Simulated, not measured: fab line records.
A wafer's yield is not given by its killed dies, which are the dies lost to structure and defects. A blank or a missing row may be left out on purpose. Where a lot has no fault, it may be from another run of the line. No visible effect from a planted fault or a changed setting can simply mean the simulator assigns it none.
fab line records	flow nand-harc
[record] lots = 6	wafers = 18	last-day = 33
route steps=1302 shown A_CHANNEL_HOLE_D1@459 A_CHANNEL_FILL_D1@490 END@1302
lots untouched by any fault: they come from a run of this same line in which no faults occurred
start-h: the number of hours between the record's first day and the start of the first shown wafer of the lot	wait-h: how many hours have passed since the lot's step before this one	" the same as in the row above	L1.1+2: a row that stands for several wafers	- value missing, or start not given	* or withheld: withheld	< > ~ a bound
route shown NAME@n: NAME is a module with steps in the file, n the number in the route of the first one	usual: average and standard deviation across the fault-free wafers	same: alike in all rows	chamber/n: place in a boat	sites: per-site readings	_std_site: standard deviation of those values	_edge_site: the outer-site mean with the inner-site mean subtracted	radius-mm: for every site, how far away it sits from the centre of the wafer	mask NAME#n: copy n	behind: the most recent tool/chamber to have shaped the wafer	hold: the reason the lot was held/the length of the hold in hours/how it ended	device: names the non-switching transistor (n, p or np)	end of line: the same wafers' tests at the end of the route	a step without rows: its recipe alone	killed: the dies lost at the first sort to structure and to defects; this is not the yield of the wafer	map: dies across one wafer; x = killed, . = not, _ = none there
set.NAME: the setting that was run; set.NAME@STEP: the one run at that earlier step	model.NAME: the simulator's own value behind a step, which no gauge read
lots at some steps of the route; a table a step, a row a wafer
services: from which hour (start-h, from the record's first day; less than 0 if before it) a tool's chamber was out of use, for how many hours, and why
[[steps]]
[step NHARC_A_CHANNEL_HOLE_D1_EXPOSE_07]
[recipe] na = 1.35	target-cd-nm = 100	sigma-outer = 0.3	dose-mj = 59.65	mask-id = HOLE_D1
[step NHARC_A_CHANNEL_HOLE_D1_PEB_08]
[recipe] peb-temp-c = 100	peb-time-s = 65
[step NHARC_A_CHANNEL_HOLE_D1_DEVELOP_09]
[recipe] develop-time-s = 35	dev-temp-c = 23
[step NHARC_A_CHANNEL_HOLE_D1_CD_MEAS_10]
[recipe] target-cd-nm = 100	landing-energy-ev = 500
[usual] cd-nm = 100.0/0.43
lot.wafer	tool	chamber	start-h	wait-h	cd-nm
L414.2	cd-sem-01	0	187.69	-	99.6
L414.4	"	0	"	"	99.6
L414.5	"	0	"	"	100.0
L427.2	cd-sem-02	0	324.01	-	100.4
L427.5	"	0	"	"	100.7
L427.6	"	0	"	"	100.2
L429.2	cd-sem-03	0	346.38	-	99.9
L429.4	"	0	"	"	100.1
L429.6	"	0	"	"	99.8
L430.3	cd-sem-01	0	346.54	-	100.7
L430.4	"	0	"	"	100.5
L430.6	"	0	"	"	100.3
L435.2	cd-sem-03	0	394.35	-	100.5
L435.4	"	0	"	"	100.5
L435.5	"	0	"	"	100.5
L436.3	cd-sem-03	0	417.62	-	100.2
L436.5	"	0	"	"	100.4
L436.6	"	0	"	"	99.6
[step NHARC_A_CHANNEL_HOLE_D1_OVL_MEAS_11]
[usual] overlay-x-nm = 0.1/0.83	overlay-y-nm = 0.0/0.78
lot.wafer	tool	chamber	start-h	wait-h	overlay-x-nm	overlay-y-nm
L414.2	overlay-02	-	187.78	-	-1.3	-0.2
L414.4	"	-	"	"	-0.6	0.4
L414.5	"	-	"	"	-0.6	0.0
L427.2	overlay-01	-	324.09	-	0.1	-0.3
L427.5	"	-	"	"	0.3	-0.3
L427.6	"	-	"	"	-0.6	-0.1
L429.2	overlay-01	-	346.47	-	-0.8	-0.3
L429.4	"	-	"	"	-0.9	-0.8
L429.6	"	-	"	"	-0.2	-0.8
L430.3	overlay-02	-	346.62	-	-0.5	0.1
L430.4	"	-	"	"	-0.2	0.0
L430.6	"	-	"	"	-0.8	0.2
L435.2	overlay-01	-	394.44	-	0.3	-0.2
L435.4	"	-	"	"	0.2	0.2
L435.5	"	-	"	"	0.3	0.5
L436.3	overlay-01	-	417.70	-	0.2	0.4
L436.5	"	-	"	"	0.7	1.1
L436.6	"	-	"	"	0.3	1.3
[step NHARC_A_CHANNEL_HOLE_D1_INSPECT_12]
[usual] raw-defect-count = 5.2/2.6
lot.wafer	tool	chamber	start-h	wait-h	raw-defect-count
L414.2	defect-inspect-02	-	187.82	0.0	5
L414.4	"	-	"	"	4
L414.5	"	-	"	"	3
L427.2	defect-inspect-01	-	324.13	0.0	6
L427.5	"	-	"	"	6
L427.6	"	-	"	"	5
L429.2	defect-inspect-01	-	346.50	0.0	5
L429.4	"	-	"	"	3
L429.6	"	-	"	"	4
L430.3	defect-inspect-02	-	346.66	0.0	8
L430.4	"	-	"	"	5
L430.6	"	-	"	"	1
L435.2	defect-inspect-01	-	394.47	0.0	10
L435.4	"	-	"	"	8
L435.5	"	-	"	"	12
L436.3	defect-inspect-01	-	417.74	0.0	8
L436.5	"	-	"	"	4
L436.6	"	-	"	"	3
[step NHARC_A_CHANNEL_HOLE_D1_DESCUM_15]
[recipe] time-s = 3	o2-flow-sccm = 200	ar-flow-sccm = 0	bias-power-w = 0	chemistry = O2
[step NHARC_A_CHANNEL_HOLE_D1_ETCH_38]
[recipe] target-depth-a = 390	over-etch-frac = 0.3	time-s = 65	ion-energy-ev = 80	cf4-flow-sccm = 150	ar-flow-sccm = 0	rf-w = 300	bias-w = 100	chemistry = CF4
[usual] bias-w = 99.97/0.3	drypump-motor-current-A = 5.7/0.49	oes-product-au = 0.997/0.0079	rf-vpp-V = 151.2/1.1	showerhead-plenum-p-Torr = 1.76/0.053	throttle-valve-pct = 13.284/0.0086
[same] time-s = 65
lot.wafer	tool	chamber	start-h	wait-h	bias-w	drypump-motor-current-A	oes-product-au	rf-hours-counter-h	rf-vpp-V	showerhead-plenum-p-Torr	throttle-valve-pct
L414.4	rie-diel-12	0	187.96	0.1	100.29	6.5	0.992	7	152.4	1.83	13.288
L414.2	"	3	"	"	99.80	6.1	1.010	6	150.1	1.72	13.284
L414.5	"	0	"	"	99.78	6.5	1.006	-	151.1	1.83	13.281
L427.2	rie-diel-05	0	324.28	0.1	100.11	5.3	0.996	30	152.6	1.81	13.284
L427.5	"	3	"	"	100.43	5.3	1.006	-	150.9	1.72	13.281
L427.6	"	0	"	"	99.98	5.3	0.994	-	152.5	1.81	13.296
L429.4	rie-diel-12	3	346.65	0.1	100.29	6.1	1.006	6	149.4	1.72	13.299
L429.2	"	2	"	"	100.71	5.7	0.997	6	151.7	1.73	13.295
L429.6	"	0	"	"	99.74	6.5	1.006	-	151.8	1.83	13.293
L430.3	rie-diel-12	2	346.92	0.2	99.74	5.7	1.003	6	150.7	1.73	13.277
L430.4	"	0	"	"	99.59	6.5	0.991	6	152.6	1.83	13.288
L430.6	"	1	"	"	100.36	5.1	0.998	-	148.7	1.75	13.279
L435.2	rie-diel-05	2	394.65	0.1	99.47	4.9	0.998	57	151.9	1.86	13.300
L435.4	"	1	"	"	100.03	6.0	1.005	-	149.3	1.67	13.289
L435.5	"	3	"	"	99.42	5.3	1.014	-	150.9	1.71	13.284
L436.3	rie-diel-12	3	417.90	0.1	99.59	6.1	1.001	12	151.4	1.72	13.270
L436.6	"	1	"	"	99.68	5.1	0.984	-	152.6	1.75	13.288
L436.5	"	2	"	"	100.12	5.7	0.989	-	149.3	1.73	13.291
[step NHARC_A_CHANNEL_HOLE_D1_ETCH_39]
[recipe] target-depth-a = 2600	over-etch-frac = 0.3	time-s = 325	ion-energy-ev = 200	n2-flow-sccm = 150	h2-flow-sccm = 150	ar-flow-sccm = 0	rf-w = 400	bias-w = 150	chemistry = N2/H2
[step NHARC_A_CHANNEL_HOLE_D1_ETCH_34]
[recipe] target-depth-a = 1540	time-s = 77	cf4-flow-sccm = 100	chf3-flow-sccm = 30	ar-flow-sccm = 0	rf-w = 500	bias-w = 200	chemistry = CF4/CHF3
[step NHARC_A_CHANNEL_HOLE_D1_ETCH_16]
[recipe] target-depth-a = 31000	over-etch-frac = 0.3	time-s = 806	ion-energy-ev = 150	o2-flow-sccm = 400	cos-flow-sccm = 20	ar-flow-sccm = 0	rf-w = 500	bias-w = 300	chemistry = O2/COS
[usual] bias-w = 300.2/0.89	drypump-motor-current-A = 5.8/0.5	oes-product-au = 0.996/0.0076	rf-vpp-V = 314.0/1.7	showerhead-plenum-p-Torr = 3.12/0.098	throttle-valve-pct = 28.330/0.009
[same] time-s = 806
lot.wafer	tool	chamber	start-h	wait-h	bias-w	drypump-motor-current-A	oes-product-au	rf-hours-counter-h	rf-vpp-V	showerhead-plenum-p-Torr	throttle-valve-pct
L414.2	rie-diel-12	1	-	-	300.1	5.2	1.004	7	313.0	3.09	28.326
L414.4	"	0	"	"	301.8	6.5	0.985	7	315.7	3.24	28.327
L414.5	"	1	"	"	300.1	5.2	0.999	-	312.6	3.09	28.324
L427.2	rie-diel-05	0	-	-	300.9	5.3	0.996	31	316.4	3.19	28.338
L427.5	"	1	"	"	302.5	6.1	0.997	-	311.4	2.96	28.330
L427.6	"	2	"	"	301.1	4.9	1.004	-	318.0	3.30	28.334
L429.4	rie-diel-12	1	-	-	300.1	5.1	0.994	6	312.9	3.09	28.356
L429.2	"	2	"	"	300.4	5.7	1.002	6	312.9	3.05	28.331
L429.6	"	0	"	"	300.7	6.5	0.995	-	317.4	3.23	28.324
L430.3	rie-diel-12	3	-	-	300.8	6.1	0.996	7	312.2	3.03	28.326
L430.4	"	0	"	"	299.1	6.5	0.986	7	317.1	3.23	28.319
L430.6	"	3	"	"	299.6	6.1	0.997	-	311.7	3.03	28.330
L435.2	rie-diel-05	2	-	-	300.0	4.9	1.001	57	316.8	3.29	28.322
L435.4	"	1	"	"	301.6	6.1	1.003	-	312.2	2.95	28.308
L435.5	"	2	"	"	299.8	4.9	0.994	-	315.4	3.29	28.328
L436.3	rie-diel-12	3	-	-	298.9	6.0	0.990	13	311.6	3.03	28.338
L436.6	"	0	"	"	298.7	6.5	0.999	-	317.4	3.23	28.316
L436.5	"	1	"	"	300.7	5.2	0.985	-	314.5	3.08	28.329
[step NHARC_A_CHANNEL_HOLE_D1_CD_MEAS_18]
[usual] cd-nm = 98.8/1.6
lot.wafer	tool	chamber	start-h	wait-h	cd-nm
L414.2	cd-sem-03	-	188.98	-	96.3
L414.4	"	-	"	"	97.8
L414.5	"	-	"	"	99.4
L427.2	cd-sem-01	-	325.30	-	100.6
L427.5	"	-	"	"	102.1
L427.6	"	-	"	"	97.4
L429.2	cd-sem-03	-	347.83	-	97.7
L429.4	"	-	"	"	96.7
L429.6	"	-	"	"	97.1
L430.3	cd-sem-01	-	348.27	-	100.1
L430.4	"	-	"	"	99.4
L430.6	"	-	"	"	101.7
L435.2	cd-sem-03	-	396.02	-	99.5
L435.4	"	-	"	"	98.3
L435.5	"	-	"	"	99.4
L436.3	cd-sem-02	-	418.92	-	98.8
L436.5	"	-	"	"	100.2
L436.6	"	-	"	"	100.9
[step NHARC_A_CHANNEL_HOLE_D1_ETCH_19]
[recipe] bias-v = 1200	source-w = 2500	pressure-mtorr = 15	time-s = 34.5	ar-flow-sccm = 375	c4f8-flow-sccm = 28.8	o2-flow-sccm = 96.2	temp-c = -20	target-depth-a = *	chemistry = C4F8/O2/Ar
[usual] drypump-motor-current-A = 5.8/0.69	showerhead-plenum-p-Torr = 3.74/0.15	throttle-valve-pct = 37.038/0.0084
[same] time-s = 34.5
lot.wafer	tool	chamber	start-h	wait-h	drypump-motor-current-A	rf-hours-counter-h	showerhead-plenum-p-Torr	throttle-valve-pct
L414.2	har-etch-02	0	189.07	0.1	6.7	298	3.51	37.044
L414.4	"	0	"	"	6.7	-	3.51	37.036
L414.5	"	1	"	"	6.1	-	3.81	37.036
L427.2	har-etch-02	1	325.80	0.5	6.1	-	3.77	37.028
L427.5	"	1	"	"	6.1	-	3.77	37.026
L427.6	"	1	"	"	6.1	-	3.77	37.036
L429.2	har-etch-02	0	347.90	0.1	6.7	386	3.46	37.059
L429.4	"	0	"	"	6.7	-	3.46	37.040
L429.6	"	0	"	"	6.7	-	3.46	37.039
L430.4	har-etch-01	0	348.54	0.3	4.9	-	3.72	37.042
L430.3	"	1	"	"	5.4	-	3.88	37.032
L430.6	"	0	"	"	4.9	-	3.72	37.036
L435.2	har-etch-01	1	396.11	0.1	5.4	214	3.86	37.044
L435.4	"	0	"	"	4.9	-	3.70	37.044
L435.5	"	1	"	"	5.4	-	3.86	37.043
L436.3	har-etch-02	1	419.04	0.1	6.1	-	3.74	37.031
L436.6	"	0	"	"	6.7	-	3.98	37.029
L436.5	"	1	"	"	6.1	-	3.74	37.041
[step NHARC_A_CHANNEL_HOLE_D1_ETCH_20]
[recipe] bias-v = 3000	source-w = withheld	pressure-mtorr = 20	time-s = 361.9	ar-flow-sccm = 375	c4f8-flow-sccm = 89.3	o2-flow-sccm = 35.7	temp-c = -20	target-depth-a = 16000	chemistry = C4F8/O2/Ar
[step NHARC_A_CHANNEL_HOLE_D1_ETCH_21]
[recipe] bias-v = 3000	source-w = withheld	pressure-mtorr = 20	time-s = 514.3	ar-flow-sccm = 375	c4f8-flow-sccm = 89.3	o2-flow-sccm = 35.7	temp-c = -20	target-depth-a = 16000	chemistry = C4F8/O2/Ar
[step NHARC_A_CHANNEL_HOLE_D1_ETCH_22]
[recipe] bias-v = 3000	source-w = withheld	pressure-mtorr = 20	time-s = 666.7	ar-flow-sccm = 375	c4f8-flow-sccm = 89.3	o2-flow-sccm = 35.7	temp-c = -20	target-depth-a = 16000	chemistry = C4F8/O2/Ar
[step NHARC_A_CHANNEL_HOLE_D1_ETCH_23]
[recipe] bias-v = 5000	source-w = withheld	pressure-mtorr = 20	time-s = 819	ar-flow-sccm = 375	c4f8-flow-sccm = 89.3	o2-flow-sccm = 35.7	temp-c = -20	target-depth-a = 16000	chemistry = C4F8/O2/Ar
[usual] drypump-motor-current-A = 5.8/0.68	showerhead-plenum-p-Torr = 3.70/0.14	throttle-valve-pct = 32.154/0.0089
[same] time-s = 819
lot.wafer	tool	chamber	start-h	wait-h	drypump-motor-current-A	rf-hours-counter-h	showerhead-plenum-p-Torr	throttle-valve-pct
L414.2	har-etch-02	0	190.59	0.5	6.7	299	3.48	32.161
L414.4	"	0	"	"	6.7	-	3.48	32.146
L414.5	"	1	"	"	6.1	-	3.76	32.147
L427.2	har-etch-02	1	328.85	1.0	6.1	-	3.72	32.161
L427.5	"	1	"	"	6.1	-	3.72	32.142
L427.6	"	1	"	"	6.1	-	3.72	32.157
L429.2	har-etch-02	0	349.33	0.5	6.7	388	3.43	32.159
L429.4	"	0	"	"	6.7	-	3.43	32.168
L429.6	"	0	"	"	6.7	-	3.43	32.142
L430.4	har-etch-01	0	350.16	0.5	4.9	-	3.68	32.156
L430.3	"	1	"	"	5.4	-	3.83	32.152
L430.6	"	0	"	"	4.9	-	3.68	32.160
L435.2	har-etch-01	1	397.63	0.5	5.4	215	3.81	32.160
L435.4	"	0	"	"	4.9	-	3.66	32.161
L435.5	"	1	"	"	5.3	-	3.81	32.149
L436.3	har-etch-02	1	420.77	0.5	6.1	-	3.70	32.144
L436.6	"	0	"	"	6.7	-	3.92	32.157
L436.5	"	1	"	"	6.1	-	3.70	32.148
[step NHARC_A_CHANNEL_HOLE_D1_ETCH_24]
[recipe] bias-v = 5000	source-w = withheld	pressure-mtorr = 20	time-s = 906.2	ar-flow-sccm = 375	c4f8-flow-sccm = 93.8	o2-flow-sccm = 31.2	temp-c = -20	target-depth-a = 15000	chemistry = C4F8/O2/Ar
[step NHARC_A_CHANNEL_HOLE_D1_ETCH_25]
[recipe] bias-v = 5000	source-w = withheld	pressure-mtorr = 20	time-s = 1040.2	ar-flow-sccm = 375	c4f8-flow-sccm = 93.8	o2-flow-sccm = 31.2	temp-c = -20	target-depth-a = 15000	chemistry = C4F8/O2/Ar
[step NHARC_A_CHANNEL_HOLE_D1_ETCH_26]
[recipe] bias-v = 300	source-w = 2000	pressure-mtorr = 30	time-s = 224.1	ar-flow-sccm = 375	c4f8-flow-sccm = 11.4	o2-flow-sccm = 113.6	temp-c = -20	target-depth-a = 3000	chemistry = C4F8/O2/Ar
[step NHARC_A_CHANNEL_HOLE_D1_ETCH_33]
[recipe] bias-v = 400	source-w = 2000	pressure-mtorr = 25	time-s = 90	ar-flow-sccm = 375	c4f8-flow-sccm = 41.7	o2-flow-sccm = 83.3	temp-c = -20	target-depth-a = 4000	chemistry = C4F8/O2/Ar
[step NHARC_A_CHANNEL_HOLE_D1_STRIP_41]
[recipe] n2-flow-sccm = 150	h2-flow-sccm = 150	ar-flow-sccm = 0	bias-w = 0	chemistry = N2/H2
[step NHARC_A_CHANNEL_HOLE_D1_STRIP_42]
[recipe] cf4-flow-sccm = 100	chf3-flow-sccm = 30	ar-flow-sccm = 0	bias-w = 0	chemistry = CF4/CHF3
[step NHARC_A_CHANNEL_HOLE_D1_STRIP_43]
[recipe] o2-flow-sccm = 400	cos-flow-sccm = 20	ar-flow-sccm = 0	bias-w = 0	chemistry = O2/COS
[step NHARC_A_CHANNEL_HOLE_D1_ETCH_44]
[recipe] target-depth-a = 1400	overetch-a = 140	time-s = 77	ion-energy-ev = 100	cf4-flow-sccm = 80	o2-flow-sccm = 20	ar-flow-sccm = 0	rf-w = 300	bias-w = 100	chemistry = CF4/O2
[usual] bias-w = 100.01/0.29	drypump-motor-current-A = 5.7/0.48	oes-product-au = 0.996/0.0078	rf-vpp-V = 197.8/1.2	showerhead-plenum-p-Torr = 1.34/0.042	throttle-valve-pct = 13.397/0.008
[same] time-s = 77
lot.wafer	tool	chamber	start-h	wait-h	bias-w	drypump-motor-current-A	oes-product-au	rf-hours-counter-h	rf-vpp-V	showerhead-plenum-p-Torr	throttle-valve-pct
L414.4	rie-diel-12	3	193.79	0.1	99.75	6.1	0.993	6	196.8	1.30	13.392
L414.2	"	0	"	"	100.06	6.4	0.982	7	198.7	1.39	13.399
L414.5	"	2	"	"	99.63	5.7	0.993	-	197.3	1.31	13.397
L427.2	rie-diel-12	1	334.62	0.1	99.67	5.2	0.998	5	198.5	1.32	13.396
L427.5	"	1	"	"	100.21	5.1	0.991	-	197.7	1.32	13.400
L427.6	"	2	"	"	100.51	5.7	0.997	-	197.6	1.30	13.409
L429.4	rie-diel-12	1	352.64	0.1	100.26	5.1	0.997	7	199.0	1.32	13.386
L429.2	"	3	"	"	100.34	6.1	0.999	8	197.0	1.29	13.391
L429.6	"	1	"	"	100.17	5.1	0.991	-	197.6	1.32	13.401
L430.3	rie-diel-05	1	353.21	0.0	99.97	6.1	0.999	42	194.9	1.26	13.386
L430.4	"	0	"	"	100.04	5.3	0.996	39	199.4	1.36	13.396
L430.6	"	1	"	"	99.66	6.0	0.995	-	195.3	1.26	13.402
L435.4	rie-diel-01	3	400.79	0.1	100.49	5.8	1.005	3	198.4	1.36	13.403
L435.2	"	2	"	"	99.81	5.5	1.007	4	196.3	1.35	13.397
L435.5	"	0	"	"	99.91	5.4	1.014	-	197.9	1.36	13.393
L436.3	rie-diel-12	2	423.71	0.1	100.56	5.7	0.996	13	197.7	1.30	13.404
L436.5	"	1	"	"	99.98	5.1	0.988	-	195.9	1.32	13.397
L436.6	"	2	"	"	99.66	5.7	0.984	-	197.0	1.30	13.395
[step NHARC_A_CHANNEL_HOLE_D1_STRIP_27]
[recipe] o2-flow-sccm = 500	ar-flow-sccm = 0	bias-w = 0	chemistry = O2
[step NHARC_A_CHANNEL_HOLE_D1_PRECLEAN_28]
[recipe] time-s = *	temp-c = 50	bath-age-min = 0	chemistry = SC1
[step NHARC_A_CHANNEL_HOLE_D1_SRD_29]
[step NHARC_A_CHANNEL_HOLE_D1_CD_MEAS_30]
[usual] cd-nm = 90.0/1.1
lot.wafer	tool	chamber	start-h	wait-h	cd-nm
L414.2	cd-sem-01	-	194.58	-	90.1
L414.4	"	-	"	"	89.6
L414.5	"	-	"	"	90.8
L427.2	cd-sem-01	-	335.41	-	90.4
L427.5	"	-	"	"	91.0
L427.6	"	-	"	"	90.8
L429.2	cd-sem-03	-	353.44	-	88.6
L429.4	"	-	"	"	90.3
L429.6	"	-	"	"	89.7
L430.3	cd-sem-01	-	354.02	-	92.3
L430.4	"	-	"	"	89.9
L430.6	"	-	"	"	90.7
L435.2	cd-sem-02	-	401.59	-	91.5
L435.4	"	-	"	"	91.5
L435.5	"	-	"	"	90.5
L436.3	cd-sem-03	-	424.51	-	91.8
L436.5	"	-	"	"	91.3
L436.6	"	-	"	"	90.5
[step NHARC_A_CHANNEL_HOLE_D1_XSEM_31]
[recipe] landing-energy-ev = 35000
[usual] bot-cd-nm = 74.6/1.2	bow-nm = 8.7/0.35	tilt-deg = 0.09/0.049
lot.wafer	tool	chamber	start-h	wait-h	bot-cd-nm	bow-nm	tilt-deg
L414.2	xsem-01	0	194.67	0.1	74.7	8.3	0.09
L414.4	"	0	"	"	74.0	8.3	0.09
L414.5	"	0	"	"	75.1	8.4	0.09
L427.2	xsem-01	0	335.50	0.1	74.2	9.1	0.03
L427.5	"	0	"	"	75.7	9.0	0.03
L427.6	"	0	"	"	75.3	9.0	0.03
L429.2	xsem-02	0	353.53	0.1	73.5	8.5	0.06
L429.4	"	0	"	"	74.8	8.7	0.06
L429.6	"	0	"	"	74.7	8.7	0.06
L430.3	xsem-01	0	354.12	0.1	77.0	8.6	0.21
L430.4	"	0	"	"	74.8	8.7	0.21
L430.6	"	0	"	"	75.0	8.8	0.21
L435.2	xsem-02	0	401.68	0.1	75.8	8.3	0.00
L435.4	"	0	"	"	76.1	8.2	0.00
L435.5	"	0	"	"	75.1	8.2	0.00
L436.3	xsem-02	0	424.61	0.1	76.2	9.0	0.14
L436.5	"	0	"	"	75.2	9.0	0.14
L436.6	"	0	"	"	74.4	9.0	0.14
[step NHARC_A_CHANNEL_HOLE_D1_INSPECT_40]
[usual] raw-defect-count = 75/26
lot.wafer	tool	chamber	start-h	wait-h	raw-defect-count
L414.2	defect-inspect-02	-	194.76	-	82
L414.4	"	-	"	"	92
L414.5	"	-	"	"	81
L427.2	defect-inspect-01	-	335.59	-	1182
L427.5	"	-	"	"	1161
L427.6	"	-	"	"	1276
L429.2	defect-inspect-01	-	353.62	-	1125
L429.4	"	-	"	"	1174
L429.6	"	-	"	"	1209
L430.3	defect-inspect-02	-	354.22	-	71
L430.4	"	-	"	"	58
L430.6	"	-	"	"	46
L435.2	defect-inspect-02	-	401.78	-	66
L435.4	"	-	"	"	56
L435.5	"	-	"	"	75
L436.3	defect-inspect-01	-	424.70	-	49
L436.5	"	-	"	"	43
L436.6	"	-	"	"	41
[step NHARC_A_CHANNEL_FILL_D1_PRECLEAN_00]
[recipe] time-s = *	temp-c = 50	bath-age-min = 0	chemistry = SC1
[step NHARC_END_SORT_01]
[recipe] temp-c = 25
[usual] killed-at-array = 46/15	killed-at-other = 0.8/1.1	killed-at-periphery = 4.0/2.9	killed-dies = 50/15	killed-open = 3.2/1.8	killed-short = 2.3/1.6
[same] gross-dies = 677
lot.wafer	tool	chamber	start-h	wait-h	killed-at-array	killed-at-other	killed-at-periphery	killed-dies	killed-open	killed-short
L427.2	prober-01	0	714.17	2.8	117	0	1	118	3	3
L427.5	prober-01	0	716.60	3.7	115	2	0	117	1	0
L427.6	prober-01	0	717.41	4.1	120	0	2	122	2	1
L429.2	prober-01	0	742.00	2.8	92	0	0	92	3	4
L429.4	prober-01	0	743.61	3.4	85	0	3	88	5	3
L429.6	prober-01	0	745.22	4.0	85	1	5	91	6	3
// killed by level:class
L427.2 A_CHANNEL_HOLE_D1:unspecified=58 A_SLIT:chamber-film-flake=23 A_CHANNEL_HOLE_D2:chamber-film-flake=16 A_CHANNEL_HOLE_D1:chamber-film-flake=5 A_CONTACT:chamber-film-flake=4 A_CHANNEL_FILL_D1:geometric-particle:open=3 A_WL_FILL:geometric-particle:short=2 A_ONON_D2:geometric-particle:short=1
L427.5 A_CHANNEL_HOLE_D1:unspecified=61 A_SLIT:chamber-film-flake=26 A_CHANNEL_HOLE_D2:chamber-film-flake=20 A_STAIRCASE:chamber-film-flake=2 A_WL_FILL:chamber-film-flake=2 THIN_TSV:chamber-film-flake=2 A_ONON_D1:geometric-particle:open=1 A_BONDPAD:chamber-film-flake=1
L427.6 A_CHANNEL_HOLE_D1:unspecified=57 A_CHANNEL_HOLE_D2:chamber-film-flake=23 A_SLIT:chamber-film-flake=21 A_CONTACT:chamber-film-flake=6 A_CHANNEL_HOLE_D1:chamber-film-flake=4 A_STAIRCASE:chamber-film-flake=3 A_DECK1_JOINT:chamber-film-flake=2 A_WL_FILL:chamber-film-flake=2
L429.2 A_CHANNEL_HOLE_D1:unspecified=50 A_CHANNEL_HOLE_D2:chamber-film-flake=19 A_SLIT:chamber-film-flake=5 A_CHANNEL_FILL_D2:chamber-film-flake=4 A_CONTACT:chamber-film-flake=4 A_CHANNEL_FILL_D1:geometric-particle:open=2 A_CHANNEL_FILL_D1:geometric-particle:short=1 A_ONON_D2:geometric-particle:short=1
L429.4 A_CHANNEL_HOLE_D1:unspecified=45 A_CHANNEL_HOLE_D2:chamber-film-flake=16 A_CONTACT:chamber-film-flake=7 A_SLIT:chamber-film-flake=5 A_CHANNEL_HOLE_D1:chamber-film-flake=3 P_M0:chamber-film-flake=2 P_M0:geometric-particle:open=1 A_ONON_D1:geometric-particle:open=1
L429.6 A_CHANNEL_HOLE_D1:unspecified=46 A_CHANNEL_HOLE_D2:chamber-film-flake=22 A_CONTACT:chamber-film-flake=4 P_CONTACT:geometric-particle:open=3 A_SLIT:chamber-film-flake=3 P_GATE:geometric-particle:open=2 A_CHANNEL_HOLE_D1:chamber-film-flake=2 A_STAIRCASE:chamber-film-flake=2
// map L427.6 (x killed, . not)
____________.____________
_________......._________
_______..........._______
______.............______
_____..............._____
____...............xx____
____...............xx____
___......x.......xxxxx___
___..............xxxxx___
__................xxxxx__
__.x...........x.xxxxxx__
_.............x...xxxxxx_
_.................xxxxxx_
_.........x.......xxxxxx_
_.........x..x....xxxxxx_
_.........x.......x.xxxx_
x..............xx...xxxx.
..........x.........x.x..
.............x........x..
..x..................x...
.........................
_......................._
_......x...............x_
_...................xxxx_
_....................xxx_
_...................xxxx_
__..x...............xxx__
__..................xxx__
___...............x..x___
___..............x..x.___
____..............x.x____
____.....xx........x.____
_____...........xx.._____
______.....x.xxx.x.______
_______....xx..xxx_______
_________..xx.xx_________
____________x____________
// map L429.2 (x killed, . not)
____________.____________
_________......._________
_______..........._______
______.............______
_____..............._____
____.................____
____.................____
___...................___
___................x..___
__.................x.xx__
__..................x.x__
_..............x........_
_......................._
_........x.............._
_..................x...._
_...................x..._
.........................
...................x.....
.x........x..............
.........................
.........x...............
_....x.x............xx.._
_.....x................._
_..........x.....x....xx_
_....................xxx_
_..................x.xx._
__................x.xxx__
__..x................xx__
___................xxx___
___.x......x.x....x...___
____.......xxxxxxx...____
____.....xxxxxxxx....____
_____....xxxxxxxxx.._____
______....xxxxxxxx.______
_______..xxxxxxxxx_______
_________xxxxxxx_________
____________x____________
[[services]]
tool	chamber	start-h	hours	kind
rie-diel-12	0	173.90	-	clean
rie-diel-12	1	173.90	-	clean
rie-diel-12	2	173.90	-	clean
rie-diel-12	3	173.90	-	clean
rie-diel-01	2	195.52	3.9	repair
rie-diel-12	0	198.40	-	clean
rie-diel-12	1	198.40	-	clean
har-etch-01	-	204.37	0.4	repair
rie-diel-01	-	204.57	9.0	pm
rie-diel-12	0	221.18	11.2	repair
rie-diel-01	-	221.83	0.6	repair
rie-diel-05	-	229.62	9.0	pm
rie-diel-12	3	240.37	8.1	repair
rie-diel-05	3	247.37	4.5	repair
rie-diel-12	-	268.40	9.0	pm
har-etch-01	-	273.77	1.6	repair
rie-diel-12	3	337.64	1.8	repair
har-etch-01	-	337.73	0.1	repair
rie-diel-01	-	352.43	0.6	repair
xsem-01	-	374.00	14.0	pm
har-etch-02	-	377.07	17.0	pm
rie-diel-01	-	381.64	9.0	pm
rie-diel-12	1	393.93	9.4	repair
rie-diel-05	-	406.83	9.0	pm
[[key]]
[first-sign] step = NHARC_A_CHANNEL_HOLE_D1_INSPECT_40	reading = raw-defect-count	direction = up	sigmas = 42	usual = 75	struck = 1188
[effect] step = NHARC_END_SORT_01	reading = killed-at-array	direction = up	sigmas = 3.7	usual = 46	struck = 102
[more-kills-born-at] NHARC_A_CHANNEL_HOLE_D1_ETCH_19@har-etch-02 = 203
met-at NHARC_A_CHANNEL_HOLE_D1_ETCH_19
struck-wafers L427.2,L427.5,L427.6,L429.2,L429.4,L429.6
tester-left-out L427,L429
onset-between 189.07 325.80
[fault] kind = chamber-particle-source	tool = har-etch-02	chamber = -	onset-h = 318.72	steps = NHARC_A_CHANNEL_HOLE_D1_ETCH_19	rate-per-visit-cm2 = 1.689	end-h = 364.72
// tester-left-out: of these lots the tester's yield and bins aren't shown, on N5 and GAA mostly nor the transistor test; their killed dies are dies lost to structure and defects alone, not to doping, threshold or leakage, so they don't give the yield
